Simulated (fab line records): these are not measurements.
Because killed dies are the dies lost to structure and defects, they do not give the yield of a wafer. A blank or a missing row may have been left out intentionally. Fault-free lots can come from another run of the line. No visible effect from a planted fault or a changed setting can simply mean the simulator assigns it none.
Split-lot experiment | flow n5-finfet | 21 wafers read from 7 lots, route of 1938 steps

## THE SPLIT ITSELF
At N5_WELL_APT_COAT_19 (resist thk 950 nm), the setting spin-rpm was moved away from the recipe's 1357 rpm on 6 of the 21 wafers read, by -10.8% to -7.4%. This setting was run at the recipe's value on the other wafers.

The split's own step is where the reading is taken.

## THE READING
coat_of_WELL_APT_COAT_19.thk-nm (the simulator's own value, which no gauge read), in nm, at N5_WELL_APT_COAT_19 (resist thk 950 nm). There is no usual value for it anywhere in the file. The 15 wafers here that ran the recipe average 951.7 nm, standard deviation 3.4 nm.

wafer  | tool, chamber at the split | spin-rpm as run, rpm | against the recipe | coat_of_WELL_APT_COAT_19.thk-nm, nm | against lot-mates on the recipe
L081.2 | litho-track-01, 0          | 1357                 | recipe             | 946.8                               | -
L081.3 | litho-track-01, 0          | 1357                 | recipe             | 952.3                               | -
L081.6 | litho-track-01, 0          | 1357                 | recipe             | 953.8                               | -
L082.2 | litho-track-04, 0          | 1233                 | -9.1%              | 1003                                | +50.5
L082.3 | litho-track-04, 0          | 1357                 | recipe             | 953.5                               | -
L082.5 | litho-track-04, 0          | 1357                 | recipe             | 951.6                               | -
L087.1 | litho-track-02, 0          | 1244                 | -8.3%              | 995.4                               | +43.3
L087.3 | litho-track-02, 0          | 1357                 | recipe             | 952.1                               | -
L087.5 | litho-track-02, 0          | 1244                 | -8.3%              | 995.2                               | +43.1
L088.1 | litho-track-02, 0          | 1211                 | -10.8%             | 1004                                | +54.7
L088.4 | litho-track-02, 0          | 1357                 | recipe             | 949.9                               | -
L088.5 | litho-track-02, 0          | 1357                 | recipe             | 948.8                               | -
L089.3 | litho-track-04, 0          | 1357                 | recipe             | 958.8                               | -
L089.4 | litho-track-04, 0          | 1245                 | -8.3%              | 1000                                | +41.2
L089.5 | litho-track-04, 0          | 1357                 | recipe             | 958.7                               | -
L092.2 | litho-track-02, 0          | 1357                 | recipe             | 949.2                               | -
L092.5 | litho-track-02, 0          | 1257                 | -7.4%              | 988.7                               | +38.7
L092.6 | litho-track-02, 0          | 1357                 | recipe             | 950.9                               | -
L096.3 | litho-track-01, 0          | 1357                 | recipe             | 947                                 | -
L096.4 | litho-track-01, 0          | 1357                 | recipe             | 951                                 | -
L096.5 | litho-track-01, 0          | 1357                 | recipe             | 951.3                               | -

THE FIT
A straight line over all 21 wafers: coat_of_WELL_APT_COAT_19.thk-nm changes by -5.27 nm for each +1% of spin-rpm; r = -0.99; the points scatter about the line by 3.5 nm.
The same after taking each lot's own level away (the mean of its wafers on the recipe; 21 wafers): -5.2 nm for each +1%; r = -1.00; scatter 1.7 nm.
Per that fit: largest spin-rpm move, reading shift of 56 nm.
From 949.35 to 958.75 nm: that is the span of the lots' own levels, equal to 2.8 times the standard deviation above.
Consequently the slope shifts little with the lot-to-lot level, the two slopes agreeing.
Check: +56.4 nm against its lot-mates is what the line predicts for one of the wafers moved furthest among these (-10.8%) when that wafer is left out of the fit. Against them it came out at +54.7 nm.

## OTHER SPLITS ON THESE WAFERS
Note: prior to the reading, these wafers also went through further splits. Each is held against what the fit with the lots' levels taken away leaves over:
other split on the same wafers  | wafers away from the commonest value | r with coat_of_WELL_APT_COAT_19.thk-nm (lot level and that fit taken away)
N5_ZERO_LAYER_PECVD_02 time-s   | 7                                    | +0.21
N5_ZERO_LAYER_EXPOSE_08 dose-mj | 6                                    | -0.08

## FILE'S OWN FIT
coat_of_WELL_APT_COAT_19.thk-nm changes by -5.2 nm for each +1% of spin-rpm, r = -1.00.
